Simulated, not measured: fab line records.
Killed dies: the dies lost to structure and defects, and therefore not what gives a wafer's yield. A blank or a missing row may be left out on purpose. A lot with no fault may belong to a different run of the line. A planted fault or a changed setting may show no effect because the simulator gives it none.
Which of the tools did it?	flow n5_finfet	Sampling: 11 lots, 33 wafers, 2 of 1938 route steps

## WHAT EACH GAUGE READ, for each wafer
N5_HKMG_FIN_OVL_MEAS_13.
lot	measured	on	NWFM_OVL (nm)
L075	day 4 08:05	overlay-02	0.0 -0.4 -0.9
L077	day 4 21:15	overlay-01	0.8 0.2 0.9
L080	day 5 19:00	overlay-02	0.3 0.2 0.8
L082	day 6 07:08	overlay-01	0.2 0.4 0.1
L084	day 6 19:23	overlay-02	-1.3 -0.6 -1.6
L086	day 7 06:52	overlay-02	0.7 0.2 0.4
L088	day 7 19:01	overlay-02	-0.5 -0.2 0.1
L090	day 8 03:43	overlay-01	-1.1 -0.8 -0.2
L092	day 8 17:14	overlay-01	0.7 -0.7 0.4
L094	day 9 02:47	overlay-02	-0.2 -0.5 0.6
L096	day 10 00:26	overlay-01	0.5 -0.4 -0.2

## TOOL THAT RAN EACH LOT (tool first, then ch and the chambers of the sampled wafers, then the start)
lot	N5_DUMMY_REMOVAL_STRIP_10
L075	rie_diel-02 ch 1,2,3, day 4 03:19
L077	rie_diel-03 ch 0,1, day 4 16:30
L080	rie_diel-02 ch 1,2,3, day 5 14:08
L082	rie_diel-02 ch 0,1,2, day 6 01:56
L084	rie_diel-04 ch 1,3, day 6 14:11
L086	rie_diel-03 ch 0,3, day 7 01:40
L088	rie_diel-02 ch 1,3, day 7 13:54
L090	rie_diel-03 ch 0,1,3, day 7 22:29
L092	rie_diel-03 ch 0,2,3, day 8 10:53
L094	rie_diel-04 ch 1,3, day 8 21:31
L096	rie_diel-02 ch 0,2,3, day 9 19:05
- N5_DUMMY_REMOVAL_STRIP_10: strips in N2/H2, time 40 s.

## THE ANSWER, worked out from the rows above alone
Rule: the lots themselves supply what counts as usual. The widest of any qualifying gaps counts: lots, ordered by their means at a reading, are off when they make up no more than a third of the lots, leave a main group of 4 or more, and stand apart from it by 3 or more times the standard deviation of that group's means. Not used: any main group whose means are identical at the precision the tables above print for the reading. Also off: a lot with no number at a reading for which 4 or more lots have one. All remaining lots with rows at the step are treated as sound.
No lot is off at any reading shown: from this, nothing can be told.

## WHAT THE SIMULATOR HAD INSERTED
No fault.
